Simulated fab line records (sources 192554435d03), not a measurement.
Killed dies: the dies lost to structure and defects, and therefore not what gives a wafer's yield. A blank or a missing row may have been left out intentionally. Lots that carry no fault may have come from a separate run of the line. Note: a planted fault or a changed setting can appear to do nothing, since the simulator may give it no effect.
Chamber matching ; flow n5-finfet ; rie-diel-04 running N5_BEOL_M8_ETCH_65: 4 sister chambers
The step etches SiARC in CF4, target depth 15.6 nm, time 26 s. 4 wafers are shown with their chamber, then 9 later ones without.

== EACH WAFER AND ITS CHAMBER ==
wafer;chamber;showerhead-plenum-p-Torr (Torr)
L081.3;1;2.19
L080.1;2;2.08
L080.3;0;2.25
L080.6;3;2.13

== WAFERS WITH NO CHAMBER GIVEN ==
wafer;showerhead-plenum-p-Torr (Torr)
L087.3;2.13
L087.5;2.13
L087.6;2.25
L090.2;2.08
L090.3;2.13
L090.4;2.08
L097.1;2.24
L097.2;2.12
L097.3;2.17

== WHICH CHAMBER EACH WENT THROUGH ==
wafer;from the rows above;in truth
L087.3;3;3
L087.5;3;3
L087.6;0;0
L090.2;2;2
L090.3;3;3
L090.4;2;2
L097.1;0;0
L097.2;3;3
L097.3;1;1
Correct placement for 9 of the 9. Not placeable from these rows: 0. Placed wrongly: 0.
How it was worked out, from the rows above alone: a wafer's distance from a chamber is the root of the sum, over the readings, of the square of ((its reading less the chamber's mean) divided by the reading's scatter). The wafer belongs to the nearest chamber; if the next one is less than 2 further off, it can't be placed. A chamber's mean is the mean of its shown wafers. The scatter: root of mean squared gap, hidden wafer to nearest shown wafer, with one shown wafer a chamber.
